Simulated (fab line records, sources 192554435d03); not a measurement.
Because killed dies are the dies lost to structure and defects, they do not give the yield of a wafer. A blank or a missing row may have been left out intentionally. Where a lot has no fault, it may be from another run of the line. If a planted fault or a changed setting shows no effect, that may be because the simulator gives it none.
fab line records || flow n5_finfet
[record] {"lots": 4, "wafers": 12, "last_day": 18}
route steps=1938 shown GATE_CUT@506 MOL_CONTACT_COAG@517 BEOL_M4@1111 PASSIVATION@1936
lots with no fault: from the same line, run without faults
start_h: start of the lot's first displayed wafer, in hours after the record's first day || wait_h: hours since the lot's step before || " unchanged from the row above || L1.1+2: one row covering several wafers at once || - no value, or no start was given || * or withheld: withheld || < > ~ a bound
route shown NAME@n: names a module that has steps shown in the file, with the first one's number in the route || usual: the fault-free wafers' mean and standard deviation || same: alike in all rows || chamber/n: place in a boat || sites: per-site readings || _std_site: standard deviation across them || _edge_site: outer sites' mean less inner sites' || radius_mm: how far each site lies from the wafer's centre || mask NAME#n: copy n || behind: the last tool/chamber to shape the wafer || hold: why the lot went on hold/how many hours it stayed there/how the hold came to an end || device: the transistor (n, p or np) that didn't switch || end of line: the same wafers' tests at the end of the route || a step given without rows: its recipe and nothing more || killed: dies that structure and defects cost at the first sort, which is not the same as the wafer's yield || map: the dies of a wafer, with x for killed, . for not killed, _ for no die there
set.NAME: the run value of the setting; set.NAME@STEP: its run value at that earlier step || model.NAME: the simulator's own value behind a step, which no gauge read
certain route steps with their lots: each step a table, each wafer a row
services: when a tool's chamber went out of use (start_h, in hours from the record's first day, below 0 if earlier), for how many hours, and the reason
[[steps]]
[step N5_GATE_CUT_VAPOR_ETCH_51]
[recipe] {"chemistry": "BCl3/Cl2", "target": "HfO2", "mode": "isotropic"}
[step N5_GATE_CUT_STRIP_21]
[recipe] {"chemistry": "N2/H2", "time_s": 30, "power_w": 1000, "temp_c": 250, "pressure_mtorr": "withheld", "n2_flow_sccm": 1750, "h2_flow_sccm": 3250}
[step N5_GATE_CUT_STRIP_29]
[recipe] {"chemistry": "post_etch_residue_remover", "time_s": 60, "temp_c": 25, "remover_ph": "withheld", "remover_water_wt_pct": "withheld", "remover_fluoride_wt_pct": "withheld"}
[step N5_GATE_CUT_SRD_52]
[recipe] {"dry": "ipa_marangoni", "time_s": 30, "temp_c": 23, "rinse_liquid": "diw"}
[step N5_GATE_CUT_ALD_22]
[recipe] {"material": "SiNx", "target_thk_a": 160, "temp_c": 400, "ald_precursor_family": "SiH2I2", "ald_co_reactant": "N2/H2-plasma", "pulse_time_s": 1, "ald_cycles": 320, "purge_time_s": 2, "co_reactant_purge_time_s": 2, "pressure_torr": 2}
[step N5_GATE_CUT_CMP_23]
[recipe] {"stop_on": "SiO2", "t_overpolish_s": 23.4, "post_cmp_clean": "alkaline_brush", "down_force_psi": 2.5, "platen_rpm": 51.8, "pad_velocity_m_s": 1.0307, "target_thk_nm": 16}
[step N5_GATE_CUT_CMP_43]
[recipe] {"material": "SiO2", "post_cmp_clean": "rinse_only"}
[step N5_GATE_CUT_CMP_61]
[recipe] {"stop_on": "SiNx", "t_overpolish_s": 3, "post_cmp_clean": "alkaline_brush", "down_force_psi": 4, "platen_rpm": 27.09, "pad_velocity_m_s": 0.539}
[step N5_MOL_CONTACT_COAG_COAT_103]
[recipe] {"resist": "SOC", "temp_c": 250, "time_s": 60, "spin_rpm": 1500, "resist_thk_nm": 80}
[step N5_MOL_CONTACT_COAG_COAT_104]
[recipe] {"resist": "SiARC", "temp_c": 220, "time_s": 60, "spin_rpm": 1500, "resist_thk_nm": 12}
[usual] {"heater_power_total_W": "427.5/2.1", "spin_speed_rpm": "1500.2/1"}
{"lot.wafer": "L799.1", "tool": "litho_track-02", "chamber": 0, "start_h": 95.59, "wait_h": "-", "heater_power_total_W": 429.5, "spin_speed_rpm": 1500.9}
{"lot.wafer": "L799.2", "tool": "litho_track-02", "chamber": 0, "start_h": 95.59, "wait_h": "-", "heater_power_total_W": 429.5, "spin_speed_rpm": 1500.9}
{"lot.wafer": "L799.5", "tool": "litho_track-02", "chamber": 0, "start_h": 95.59, "wait_h": "-", "heater_power_total_W": 424.5, "spin_speed_rpm": 1500.2}
{"lot.wafer": "L817.3", "tool": "litho_track-02", "chamber": 0, "start_h": 200.64, "wait_h": "-", "heater_power_total_W": 429.3, "spin_speed_rpm": 1450.6}
{"lot.wafer": "L817.4", "tool": "litho_track-02", "chamber": 0, "start_h": 200.64, "wait_h": "-", "heater_power_total_W": 427.3, "spin_speed_rpm": 1451.7}
{"lot.wafer": "L817.5", "tool": "litho_track-02", "chamber": 0, "start_h": 200.64, "wait_h": "-", "heater_power_total_W": 424.2, "spin_speed_rpm": 1451.7}
{"lot.wafer": "L818.1", "tool": "litho_track-02", "chamber": 0, "start_h": 206.34, "wait_h": "-", "heater_power_total_W": 428.9, "spin_speed_rpm": 1454.3}
{"lot.wafer": "L818.4", "tool": "litho_track-02", "chamber": 0, "start_h": 206.34, "wait_h": "-", "heater_power_total_W": 427.1, "spin_speed_rpm": 1454.3}
{"lot.wafer": "L818.5", "tool": "litho_track-02", "chamber": 0, "start_h": 206.34, "wait_h": "-", "heater_power_total_W": 424.2, "spin_speed_rpm": 1451.3}
{"lot.wafer": "L821.3", "tool": "litho_track-03", "chamber": 0, "start_h": 228.08, "wait_h": "-", "heater_power_total_W": 428.7, "spin_speed_rpm": 1500.7}
{"lot.wafer": "L821.5", "tool": "litho_track-03", "chamber": 0, "start_h": 228.08, "wait_h": "-", "heater_power_total_W": 429.9, "spin_speed_rpm": 1499.8}
{"lot.wafer": "L821.6", "tool": "litho_track-03", "chamber": 0, "start_h": 228.08, "wait_h": "-", "heater_power_total_W": 427.0, "spin_speed_rpm": 1502.4}
[step N5_MOL_CONTACT_COAG_COAT_58]
[recipe] {"resist": "underlayer", "temp_c": 205, "time_s": 60, "spin_rpm": 1500, "resist_thk_nm": 10}
[step N5_MOL_CONTACT_COAG_COAT_02]
[recipe] {"resist": "CAR-EUV", "spin_rpm": 1500, "resist_thk_nm": 30}
[step N5_MOL_CONTACT_COAG_EBR_04]
[recipe] {"solvent": "PGMEA", "ebr_width_mm": 1.5}
[step N5_MOL_CONTACT_COAG_SOFTBAKE_03]
[recipe] {"temp_c": 110, "time_s": 60, "resist": "CAR-EUV"}
[step N5_MOL_CONTACT_COAG_EXPOSE_05]
[recipe] {"mask_id": "CA", "na": 0.33, "source_shape": "annular", "sigma_inner": 0.4, "sigma_outer": 0.8, "polarization": "unpolarized", "defocus_nm": 0, "dose_mj": 38.25}
[step N5_MOL_CONTACT_COAG_PEB_06]
[recipe] {"peb_temp_c": 100, "peb_time_s": 60, "resist": "CAR-EUV"}
[step N5_MOL_CONTACT_COAG_DEVELOP_07]
[recipe] {"develop_time_s": 30, "developer": "TMAH", "resist": "CAR-EUV", "rinse_liquid": "surfactant_rinse", "dry": "air_spin", "dev_temp_c": 23}
[step N5_MOL_CONTACT_COAG_DESCUM_13]
[recipe] {"chemistry": "O2", "time_s": 7, "source_power_w": 50, "bias_power_w": 20, "pressure_mtorr": 20, "rf_frequency_hz": 2.712e+07, "temp_c": 40, "resist": "CAR-EUV", "o2_flow_sccm": 225}
[step N5_MOL_CONTACT_COAG_ETCH_59]
[recipe] {"chemistry": "N2/H2", "target": "underlayer", "target_depth_a": 130, "mask_material": "CAR-EUV", "time_s": 10.4, "ion_energy_ev": 200, "pressure_mtorr": 30, "source_w": 840, "bias_w": 150, "n2_flow_sccm": 200, "h2_flow_sccm": 200, "ends": "cleared"}
[step N5_MOL_CONTACT_COAG_ETCH_105]
[recipe] {"chemistry": "CF4", "target": "SiARC", "target_depth_a": 156, "mask_material": "CAR-EUV", "time_s": 26, "ion_energy_ev": 80, "pressure_mtorr": 40, "source_w": 545, "bias_w": 36, "Ar_flow_sccm": 100, "cf4_flow_sccm": 100, "ends": "cleared"}
[usual] {"drypump_motor_current_A": "5.7/0.53", "etch_rf_on_time_s": "26.3/0.66", "oes_product_au": "0.69/0.085", "rf_fwd_power_W": "531.9/2.2", "rf_vpp_V": "184.3/1.2", "showerhead_plenum_p_Torr": "2.16/0.077", "throttle_valve_pct": "15.56/0.21"}
{"lot.wafer": "L799.1", "tool": "rie_diel-06", "chamber": 1, "start_h": 96.18, "wait_h": 0.0, "drypump_motor_current_A": 5.6, "etch_rf_on_time_s": 26.4, "oes_product_au": 0.60, "rf_fwd_power_W": 529.6, "rf_hours_counter_h": 207, "rf_vpp_V": 184.5, "showerhead_plenum_p_Torr": 2.20, "throttle_valve_pct": 15.91, "model.etch.depth_nm": 11.99}
{"lot.wafer": "L799.2", "tool": "rie_diel-06", "chamber": 3, "start_h": 96.18, "wait_h": 0.0, "drypump_motor_current_A": 5.6, "etch_rf_on_time_s": 26.0, "oes_product_au": 0.60, "rf_fwd_power_W": 530.0, "rf_hours_counter_h": 222, "rf_vpp_V": 184.4, "showerhead_plenum_p_Torr": 2.11, "throttle_valve_pct": 15.58, "model.etch.depth_nm": 12.01}
{"lot.wafer": "L799.5", "tool": "rie_diel-06", "chamber": 1, "start_h": 96.18, "wait_h": 0.0, "drypump_motor_current_A": 5.5, "etch_rf_on_time_s": 26.4, "oes_product_au": 0.60, "rf_fwd_power_W": 528.0, "rf_hours_counter_h": "-", "rf_vpp_V": 184.6, "showerhead_plenum_p_Torr": 2.20, "throttle_valve_pct": 15.93, "model.etch.depth_nm": 12.03}
{"lot.wafer": "L817.3", "tool": "rie_diel-06", "chamber": 1, "start_h": 201.66, "wait_h": 0.0, "drypump_motor_current_A": 5.6, "etch_rf_on_time_s": 27.1, "oes_product_au": 0.57, "rf_fwd_power_W": 532.2, "rf_hours_counter_h": 248, "rf_vpp_V": 183.3, "showerhead_plenum_p_Torr": 2.18, "throttle_valve_pct": 16.01, "model.etch.depth_nm": 12.26}
{"lot.wafer": "L817.4", "tool": "rie_diel-06", "chamber": 0, "start_h": 201.66, "wait_h": 0.0, "drypump_motor_current_A": 4.8, "etch_rf_on_time_s": 26.7, "oes_product_au": 0.72, "rf_fwd_power_W": 532.9, "rf_hours_counter_h": 58, "rf_vpp_V": 183.6, "showerhead_plenum_p_Torr": 2.08, "throttle_valve_pct": 15.41, "model.etch.depth_nm": 12.24}
{"lot.wafer": "L817.5", "tool": "rie_diel-06", "chamber": 2, "start_h": 201.66, "wait_h": 0.0, "drypump_motor_current_A": 6.4, "etch_rf_on_time_s": 25.8, "oes_product_au": 0.76, "rf_fwd_power_W": 532.1, "rf_hours_counter_h": "-", "rf_vpp_V": 186.8, "showerhead_plenum_p_Torr": 2.27, "throttle_valve_pct": 15.41, "model.etch.depth_nm": 12.21}
{"lot.wafer": "L818.1", "tool": "rie_diel-06", "chamber": 2, "start_h": 208.18, "wait_h": 0.0, "drypump_motor_current_A": 6.4, "etch_rf_on_time_s": 26.0, "oes_product_au": 0.76, "rf_fwd_power_W": 528.9, "rf_hours_counter_h": 37, "rf_vpp_V": 184.7, "showerhead_plenum_p_Torr": 2.27, "throttle_valve_pct": 15.41, "model.etch.depth_nm": 12.22}
{"lot.wafer": "L818.4", "tool": "rie_diel-06", "chamber": 2, "start_h": 208.18, "wait_h": 0.0, "drypump_motor_current_A": 6.4, "etch_rf_on_time_s": 25.9, "oes_product_au": 0.75, "rf_fwd_power_W": 532.4, "rf_hours_counter_h": "-", "rf_vpp_V": 187.5, "showerhead_plenum_p_Torr": 2.27, "throttle_valve_pct": 15.40, "model.etch.depth_nm": 12.24}
{"lot.wafer": "L818.5", "tool": "rie_diel-06", "chamber": 3, "start_h": 208.18, "wait_h": 0.0, "drypump_motor_current_A": 5.7, "etch_rf_on_time_s": 26.5, "oes_product_au": 0.82, "rf_fwd_power_W": 532.7, "rf_hours_counter_h": "-", "rf_vpp_V": 183.2, "showerhead_plenum_p_Torr": 2.10, "throttle_valve_pct": 15.13, "model.etch.depth_nm": 12.23}
{"lot.wafer": "L821.3", "tool": "rie_diel-05", "chamber": 2, "start_h": 228.59, "wait_h": 0.0, "drypump_motor_current_A": 6.5, "etch_rf_on_time_s": 27.3, "oes_product_au": 0.73, "rf_fwd_power_W": 533.4, "rf_hours_counter_h": 45, "rf_vpp_V": 186.1, "showerhead_plenum_p_Torr": 2.28, "throttle_valve_pct": 15.47, "model.etch.depth_nm": 12.01}
{"lot.wafer": "L821.5", "tool": "rie_diel-05", "chamber": 0, "start_h": 228.59, "wait_h": 0.0, "drypump_motor_current_A": 5.5, "etch_rf_on_time_s": 26.5, "oes_product_au": 0.66, "rf_fwd_power_W": 532.1, "rf_hours_counter_h": "-", "rf_vpp_V": 183.0, "showerhead_plenum_p_Torr": 2.07, "throttle_valve_pct": 15.53, "model.etch.depth_nm": 12.03}
{"lot.wafer": "L821.6", "tool": "rie_diel-05", "chamber": 3, "start_h": 228.59, "wait_h": 0.0, "drypump_motor_current_A": 5.7, "etch_rf_on_time_s": 27.1, "oes_product_au": 0.75, "rf_fwd_power_W": 529.1, "rf_hours_counter_h": "-", "rf_vpp_V": 183.4, "showerhead_plenum_p_Torr": 2.09, "throttle_valve_pct": 15.56, "model.etch.depth_nm": 12}
[step N5_MOL_CONTACT_COAG_ETCH_106]
[recipe] {"chemistry": "N2/H2", "target": "SOC", "target_depth_a": 800, "overetch_a": 160, "mask_material": "SiARC", "temp_c": 40, "time_s": 120, "ion_energy_ev": 200, "pressure_mtorr": 30, "source_w": 840, "bias_w": 150, "n2_flow_sccm": 200, "h2_flow_sccm": 200}
[step N5_BEOL_M4_RC_MEAS_101]
[usual] {"DIBL_N": "37.1/2.4", "DIBL_P": "37/3", "IOFF_N": "0.18/0.053", "IOFF_P": "0.21/0.05", "ION_N": "674/14", "ION_P": "459/9.2", "SS_N": "72.1/0.9", "SS_P": "73.4/0.89", "VT_N": "250/3.8", "VT_P": "-251/3.7"}
{"lot.wafer": "L799.1", "tool": "prober-01", "chamber": 0, "start_h": 182.67, "wait_h": 0.0, "DIBL_N[mV/V]": 36.8, "DIBL_P[mV/V]": 36, "IOFF_N[nA/um]": 0.16, "IOFF_P[nA/um]": 0.22, "ION_N[uA/um]": 678, "ION_P[uA/um]": 461, "SS_N[mV/dec]": 72.7, "SS_P[mV/dec]": 73.6, "VT_N[mV]": 252, "VT_P[mV]": -251}
{"lot.wafer": "L799.2", "tool": "prober-01", "chamber": 0, "start_h": 182.67, "wait_h": 0.0, "DIBL_N[mV/V]": 40.1, "DIBL_P[mV/V]": 36, "IOFF_N[nA/um]": 0.30, "IOFF_P[nA/um]": 0.23, "ION_N[uA/um]": 662, "ION_P[uA/um]": 457, "SS_N[mV/dec]": 75.4, "SS_P[mV/dec]": 72.7, "VT_N[mV]": 248, "VT_P[mV]": -248}
{"lot.wafer": "L799.5", "tool": "prober-01", "chamber": 0, "start_h": 182.67, "wait_h": 0.0, "DIBL_N[mV/V]": 36.4, "DIBL_P[mV/V]": 38, "IOFF_N[nA/um]": 0.15, "IOFF_P[nA/um]": 0.23, "ION_N[uA/um]": 674, "ION_P[uA/um]": 466, "SS_N[mV/dec]": 71.4, "SS_P[mV/dec]": 73.4, "VT_N[mV]": 253, "VT_P[mV]": -247}
{"lot.wafer": "L817.3", "tool": "prober-02", "chamber": 0, "start_h": 285.62, "wait_h": 0.3, "DIBL_N[mV/V]": 40.4, "DIBL_P[mV/V]": 43, "IOFF_N[nA/um]": 0.25, "IOFF_P[nA/um]": 0.29, "ION_N[uA/um]": 687, "ION_P[uA/um]": 464, "SS_N[mV/dec]": 72.8, "SS_P[mV/dec]": 73.9, "VT_N[mV]": 246, "VT_P[mV]": -246}
{"lot.wafer": "L817.4", "tool": "prober-02", "chamber": 0, "start_h": 285.62, "wait_h": 0.3, "DIBL_N[mV/V]": 37.4, "DIBL_P[mV/V]": 39, "IOFF_N[nA/um]": 0.19, "IOFF_P[nA/um]": 0.22, "ION_N[uA/um]": 671, "ION_P[uA/um]": 460, "SS_N[mV/dec]": 71.9, "SS_P[mV/dec]": 73.5, "VT_N[mV]": 250, "VT_P[mV]": -250}
{"lot.wafer": "L817.5", "tool": "prober-02", "chamber": 0, "start_h": 285.62, "wait_h": 0.3, "DIBL_N[mV/V]": 37.1, "DIBL_P[mV/V]": 39, "IOFF_N[nA/um]": 0.18, "IOFF_P[nA/um]": 0.21, "ION_N[uA/um]": 682, "ION_P[uA/um]": 463, "SS_N[mV/dec]": 71.5, "SS_P[mV/dec]": 73.3, "VT_N[mV]": 249, "VT_P[mV]": -251}
{"lot.wafer": "L818.1", "tool": "prober-02", "chamber": 0, "start_h": 288.09, "wait_h": 0.0, "DIBL_N[mV/V]": 35.7, "DIBL_P[mV/V]": 35, "IOFF_N[nA/um]": 0.16, "IOFF_P[nA/um]": 0.18, "ION_N[uA/um]": 667, "ION_P[uA/um]": 453, "SS_N[mV/dec]": 72.1, "SS_P[mV/dec]": 73.4, "VT_N[mV]": 251, "VT_P[mV]": -255}
{"lot.wafer": "L818.4", "tool": "prober-02", "chamber": 0, "start_h": 288.09, "wait_h": 0.0, "DIBL_N[mV/V]": 39.9, "DIBL_P[mV/V]": 40, "IOFF_N[nA/um]": 0.25, "IOFF_P[nA/um]": 0.26, "ION_N[uA/um]": 691, "ION_P[uA/um]": 464, "SS_N[mV/dec]": 72.7, "SS_P[mV/dec]": 74.3, "VT_N[mV]": 244, "VT_P[mV]": -248}
{"lot.wafer": "L818.5", "tool": "prober-02", "chamber": 0, "start_h": 288.09, "wait_h": 0.0, "DIBL_N[mV/V]": 35.7, "DIBL_P[mV/V]": 35, "IOFF_N[nA/um]": 0.15, "IOFF_P[nA/um]": 0.18, "ION_N[uA/um]": 661, "ION_P[uA/um]": 449, "SS_N[mV/dec]": 71.8, "SS_P[mV/dec]": 73.0, "VT_N[mV]": 254, "VT_P[mV]": -254}
{"lot.wafer": "L821.3", "tool": "prober-01", "chamber": 0, "start_h": 312.76, "wait_h": 0.3, "DIBL_N[mV/V]": 37.9, "DIBL_P[mV/V]": 37, "IOFF_N[nA/um]": 0.19, "IOFF_P[nA/um]": 0.20, "ION_N[uA/um]": 679, "ION_P[uA/um]": 455, "SS_N[mV/dec]": 72.6, "SS_P[mV/dec]": 72.7, "VT_N[mV]": 249, "VT_P[mV]": -251}
{"lot.wafer": "L821.5", "tool": "prober-01", "chamber": 0, "start_h": 312.76, "wait_h": 0.3, "DIBL_N[mV/V]": 39.7, "DIBL_P[mV/V]": 39, "IOFF_N[nA/um]": 0.22, "IOFF_P[nA/um]": 0.23, "ION_N[uA/um]": 686, "ION_P[uA/um]": 462, "SS_N[mV/dec]": 73.2, "SS_P[mV/dec]": 72.7, "VT_N[mV]": 248, "VT_P[mV]": -248}
{"lot.wafer": "L821.6", "tool": "prober-01", "chamber": 0, "start_h": 312.76, "wait_h": 0.3, "DIBL_N[mV/V]": 40.3, "DIBL_P[mV/V]": 40, "IOFF_N[nA/um]": 0.21, "IOFF_P[nA/um]": 0.24, "ION_N[uA/um]": 682, "ION_P[uA/um]": 449, "SS_N[mV/dec]": 72.5, "SS_P[mV/dec]": 74.8, "VT_N[mV]": 248, "VT_P[mV]": -252}
[step N5_PASSIVATION_PROBE_49]
[usual] {"defect_limited_yield": "91.6/1.4", "killed_at_M0_to_M3": "32/9.5", "killed_at_M4_up": "13/6", "killed_at_contacts": "12/5.6", "killed_at_front_end": "39/11", "killed_at_other": "2.8/2.3", "killed_dies": "99/16", "killed_open": "65/12", "killed_short": "32/7.6", "sort_bin_5_function": "4.8/0.88", "sort_bin_6_memory": "3.2/0.65", "sort_n_pass": "1077/29", "sort_yield_pct": "91.2/2.5"}
[same] {"gross_dies": 1180, "killed_at_back_side": 0, "sort_bin_4_leakage[%]": 0, "sort_bin_8_speed[%]": 0}
{"lot.wafer": "L818.1", "tool": "prober-01", "chamber": "-", "start_h": 394.93, "wait_h": 0.0, "defect_limited_yield[%]": 91.9, "killed_at_M0_to_M3": 19, "killed_at_M4_up": 11, "killed_at_contacts": 9, "killed_at_front_end": 56, "killed_at_other": 1, "killed_dies": 96, "killed_open": 64, "killed_short": 28, "sort_bin_5_function[%]": 5.1, "sort_bin_6_memory[%]": 2.6, "sort_n_pass": 1084, "sort_yield_pct[%]": 91.9}
{"lot.wafer": "L818.4", "tool": "prober-01", "chamber": "-", "start_h": 395.08, "wait_h": 0.2, "defect_limited_yield[%]": 91.0, "killed_at_M0_to_M3": 26, "killed_at_M4_up": 14, "killed_at_contacts": 9, "killed_at_front_end": 55, "killed_at_other": 2, "killed_dies": 106, "killed_open": 67, "killed_short": 39, "sort_bin_5_function[%]": 4.8, "sort_bin_6_memory[%]": 3.7, "sort_n_pass": 1074, "sort_yield_pct[%]": 91.0}
{"lot.wafer": "L818.5", "tool": "prober-01", "chamber": "-", "start_h": 395.13, "wait_h": 0.2, "defect_limited_yield[%]": 90.7, "killed_at_M0_to_M3": 46, "killed_at_M4_up": 10, "killed_at_contacts": 5, "killed_at_front_end": 44, "killed_at_other": 5, "killed_dies": 110, "killed_open": 73, "killed_short": 37, "sort_bin_5_function[%]": 5.0, "sort_bin_6_memory[%]": 4.0, "sort_n_pass": 1070, "sort_yield_pct[%]": 90.7}
// killed by level:class
L818.1 FIN_SAQP:geometric_particle:open=15 STI_FIN_REVEAL:geometric_particle:open=7 BEOL_M1:geometric_particle:open=7 MOL_CONTACT_COAG:geometric_particle:open=7 FIN_SAQP:geometric_particle:short=6 STARTING-WAFER:geometric_particle:short=6 BEOL_M3:geometric_particle:open=5 GATE_CUT:geometric_particle:short=4
L818.4 STI_FIN_REVEAL:geometric_particle:open=14 FIN_SAQP:geometric_particle:open=8 DUMMY_GATE:geometric_particle:open=8 FIN_SAQP:geometric_particle:short=7 MOL_CONTACT_COAG:geometric_particle:open=7 BEOL_M1:geometric_particle:short=6 GATE_CUT:geometric_particle:short=6 BEOL_M1:geometric_particle:open=5
L818.5 BEOL_M1:geometric_particle:open=14 FIN_SAQP:geometric_particle:open=12 BEOL_M3:geometric_particle:open=9 DUMMY_GATE:geometric_particle:open=8 BEOL_M2:geometric_particle:open=6 STI_FIN_REVEAL:geometric_particle:open=5 GATE_CUT:geometric_particle:short=5 BEOL_M0_SAQP:geometric_particle:short=5
[[services]]
{"tool": "rie_diel-05", "chamber": 2, "start_h": 83.03, "hours": "-", "kind": "clean"}
{"tool": "rie_diel-05", "chamber": 2, "start_h": 83.03, "hours": "-", "kind": "consumable_replace:focus_ring"}
{"tool": "rie_diel-05", "chamber": 2, "start_h": 83.03, "hours": "-", "kind": "consumable_replace:showerhead"}
{"tool": "rie_diel-05", "chamber": 2, "start_h": 83.03, "hours": 13.0, "kind": "scheduled_down"}
{"tool": "rie_diel-05", "chamber": 2, "start_h": 83.03, "hours": 13.0, "kind": "vent_cycle"}
{"tool": "rie_diel-06", "chamber": 2, "start_h": 92.18, "hours": "-", "kind": "clean"}
{"tool": "rie_diel-06", "chamber": 2, "start_h": 92.18, "hours": "-", "kind": "consumable_replace:focus_ring"}
{"tool": "rie_diel-06", "chamber": 2, "start_h": 92.18, "hours": "-", "kind": "consumable_replace:showerhead"}
{"tool": "rie_diel-06", "chamber": 2, "start_h": 92.18, "hours": 13.1, "kind": "scheduled_down"}
{"tool": "rie_diel-06", "chamber": 2, "start_h": 92.18, "hours": 13.1, "kind": "vent_cycle"}
{"tool": "rie_diel-06", "chamber": 0, "start_h": 93.20, "hours": 17.5, "kind": "repair"}
{"tool": "rie_diel-05", "chamber": 2, "start_h": 111.68, "hours": 4.3, "kind": "repair"}
{"tool": "rie_diel-05", "chamber": 3, "start_h": 123.51, "hours": "-", "kind": "clean"}
{"tool": "rie_diel-05", "chamber": 3, "start_h": 123.51, "hours": "-", "kind": "consumable_replace:focus_ring"}
{"tool": "rie_diel-05", "chamber": 0, "start_h": 153.50, "hours": 6.6, "kind": "repair"}
{"tool": "rie_diel-06", "chamber": 3, "start_h": 172.77, "hours": "-", "kind": "clean"}
{"tool": "rie_diel-06", "chamber": 3, "start_h": 172.77, "hours": "-", "kind": "consumable_replace:focus_ring"}
{"tool": "rie_diel-06", "chamber": 3, "start_h": 172.77, "hours": 22.0, "kind": "scheduled_down"}
{"tool": "rie_diel-06", "chamber": 3, "start_h": 172.77, "hours": 22.0, "kind": "vent_cycle"}
{"tool": "rie_diel-05", "chamber": "-", "start_h": 198.73, "hours": 14.6, "kind": "pm"}
{"tool": "rie_diel-06", "chamber": 1, "start_h": 206.72, "hours": "-", "kind": "clean"}
{"tool": "rie_diel-06", "chamber": 1, "start_h": 206.72, "hours": "-", "kind": "consumable_replace:focus_ring"}
{"tool": "rie_diel-06", "chamber": 1, "start_h": 206.72, "hours": 22.6, "kind": "scheduled_down"}
{"tool": "rie_diel-06", "chamber": 1, "start_h": 206.72, "hours": 22.6, "kind": "vent_cycle"}
[[key]]
[first_sign] {"step": "N5_MOL_CONTACT_COAG_COAT_104", "reading": "spin_speed_rpm", "direction": "down", "sigmas": 46, "usual": "*", "struck": "*"}
effect none on later readings
[model_effect] {"step": "N5_MOL_CONTACT_COAG_ETCH_105", "value": "etch.depth_nm", "without": 12.04, "struck": 12.23}
met_at N5_MOL_CONTACT_COAG_COAT_104
struck_wafers L817.3,L817.4,L817.5,L818.1,L818.4,L818.5
onset_between 95.59 200.64
[fault] {"kind": "process_parameter_drift", "tool": "litho_track-02", "chamber": "-", "onset_h": 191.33, "steps": "N5_MOL_CONTACT_COAG_COAT_104", "channel": "spin_rpm", "offset": "*", "shape": "step", "end_h": 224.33, "acts_in": "*", "stated": "*"}
